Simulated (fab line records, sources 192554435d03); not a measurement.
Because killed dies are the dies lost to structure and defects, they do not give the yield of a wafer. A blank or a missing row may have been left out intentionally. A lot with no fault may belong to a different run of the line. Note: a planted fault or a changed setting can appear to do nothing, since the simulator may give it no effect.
Struck lot and sound lot, side by side ; flow n5_finfet ; 15 out of 1938 route steps
Sound: wafers L274.2, L274.5, L274.6. Wafers struck: L271.3, L271.5, L271.6. The cause is named last.
For every step that has rows: the tool of each side, followed by ch and its chambers, followed by its first start. Under that, the readings that differ: sound wafers ; struck wafers ; difference of the means ; sigmas: that difference in standard deviations of wafers without a fault.
alike: a reading whose means differ by less than 2 such deviations, as well as words and numbers matching on both sides. not compared: withheld readings; readings where some wafer has no value; bounds like >300 that might hide an equal value; numbers whose values overlap and for which the record gives no deviation.
The two part at a step that has a row with sigmas, a row that says differs or no value, or rows on one side only. When numbers do not overlap yet have no deviation, they are printed without sigmas and do not part them. A reading that every wafer of one side lacks parts them only if that side has two wafers or more.

first, 11 steps without rows for these wafers: N5_HKMG_FIN_DESCUM_17 (chemistry O2, time 7.9 s); N5_HKMG_FIN_ETCH_31 (etches SiARC in CF4, target depth 45.5 nm, time 75.8 s); N5_HKMG_FIN_ETCH_32 (etches SOC in N2/H2, target depth 240 nm, time 300 s); N5_HKMG_FIN_STRIP_33 (strips in N2/H2); N5_HKMG_FIN_STRIP_34 (strips in CF4); N5_HKMG_FIN_ETCH_35 (etches SOC in N2/H2, target depth 215.8 nm, time 243.4 s); N5_HKMG_FIN_STRIP_92 (strips SOC in N2/H2, time 20 s); N5_HKMG_FIN_WET_ETCH_18 (etches TiN in SC1, time 55 s, target depth 5.2 nm, rinse time 30 s); N5_HKMG_FIN_STRIP_19 (strips in N2/H2, time 360 s); N5_HKMG_FIN_ALD_91 (deposits TiN, target thk 1 nm, pulse time 1 s, purge time 3 s); N5_HKMG_FIN_COAT_85 (time 60 s, resist thk 300 nm).
N5_HKMG_FIN_ETCH_86: etches SOC in N2/H2, stops on TiN, target depth 393.2 nm.
  sound on rie_diel-02 ch 2,3, day 8 09:04; struck on rie_diel-06 ch 0,2,3, day 7 17:08
reading;sound;struck;difference;sigmas
rf_fwd_power_W (W);846.0 842.5 848.4;1045.5 1045.2 1047.7;+200.5;+72
rf_vpp_V (V);242.8 242.7 241.3;221.6 224.3 222.0;-19.6;-15
model.SOC_of_HKMG_FIN_COAT_85.thk_nm (nm);14 14 19.4;8.6 8.6 8.6;-7.2;
model.TiN_of_HKMG_FIN_ALD_91.thk_nm (nm);1 1 1;0 0 0;-1;
  alike: drypump_motor_current_A, oes_product_au, showerhead_plenum_p_Torr, throttle_valve_pct
  not compared: rf_hours_counter_h
then, 1 step without rows for these wafers: N5_HKMG_FIN_STRIP_89 (strips SOC in N2/H2, time 20 s).
N5_BEOL_M4_RC_MEAS_101:
  the record has rows for the sound wafers here (prober-02 ch 0, day 11 13:58) and none for the struck ones
-- record jumps: 7 days separate the struck wafers' starts on either side; left off in module BEOL_M4, taken up again in module PASSIVATION, whose first shown step is the route's number 1936 --
N5_PASSIVATION_PROBE_49:
  the record has rows for the struck wafers here (prober-02, day 15 03:50) and none for the sound ones

## WHERE THEY PART
At N5_HKMG_FIN_ETCH_86 first; at N5_PASSIVATION_PROBE_49 last (within this record only).

WHY: the cause the simulator had injected
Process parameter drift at N5_HKMG_FIN_ETCH_86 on rie_diel-06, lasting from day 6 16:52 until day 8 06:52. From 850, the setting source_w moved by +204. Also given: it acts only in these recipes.
